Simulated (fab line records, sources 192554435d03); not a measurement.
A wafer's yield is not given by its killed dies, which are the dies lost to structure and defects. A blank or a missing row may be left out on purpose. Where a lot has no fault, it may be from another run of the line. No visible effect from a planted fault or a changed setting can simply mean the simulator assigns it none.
Matching of chambers -- flow n5-finfet -- 4 sister chambers for N5_BEOL_M5_ALD_86 on ald-metal-02
The step deposits TaN, pulse time 2 s, purge time 3 s, co reactant purge time 2 s. 20 wafers are shown with their chamber, then 10 later ones without.

## WAFERS PAIRED WITH THEIR CHAMBERS
wafer,chamber,heater-power-w (W),mfc-carrier-sccm (sccm)
L074.4,0,443,1500
L074.5,3,425,1505
L074.6,1,551,1492
L076.1,3,424,1500
L076.2,0,439,1498
L076.5,0,435,1505
L079.1,3,423,1496
L079.2,1,575,1503
L079.6,2,401,1499
L077.1,3,439,1508
L077.3,1,573,1494
L077.5,2,403,1506
L078.2,3,429,1494
L078.4,3,420,1503
L078.5,2,393,1506
L083.1,1,562,1507
L083.5,0,439,1504
L083.6,1,559,1496
L089.1,2,395,1495
L089.3,3,439,1505

SIGNATURES (averages over the wafers above)
reading,chamber 0,chamber 1,chamber 2,chamber 3,scatter within a chamber
heater-power-w,439.00,564.00,398.00,428.43,7.31
mfc-carrier-sccm,1501.75,1498.40,1501.50,1501.57,5.25
Rule: for each reading, subtract the chamber's mean from the wafer's reading, divide by that reading's scatter and square the result; add these up over the readings and take the root, which gives the wafer's distance from the chamber. The wafer belongs to the nearest chamber; if the next one is less than 2 further off, it can't be placed. The scatter is the square root of a quotient: the sum, over the shown wafers, of each reading's squared deviation from its chamber's mean, divided by wafers minus chambers.

## WAFERS WITH NO CHAMBER GIVEN
wafer,heater-power-w (W),mfc-carrier-sccm (sccm)
L089.4,446,1503
L088.1,394,1498
L088.2,428,1498
L088.5,564,1500
L093.1,440,1499
L093.4,403,1499
L093.5,400,1500
L097.1,407,1498
L097.2,455,1490
L097.3,565,1499

## WHICH CHAMBER EACH ONE RAN IN
wafer,from the rows above,in truth
L089.4,can't be placed: 0 or 3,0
L088.1,2,2
L088.2,can't be placed: 3 or 0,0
L088.5,1,1
L093.1,can't be placed: 0 or 3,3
L093.4,2,2
L093.5,2,2
L097.1,can't be placed: 2 or 3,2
L097.2,can't be placed: 0 or 3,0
L097.3,1,1
5 of 10 placed correctly. Not placeable from these rows: 5 (in 5, the candidates include the true chamber). Number placed wrongly: 0.
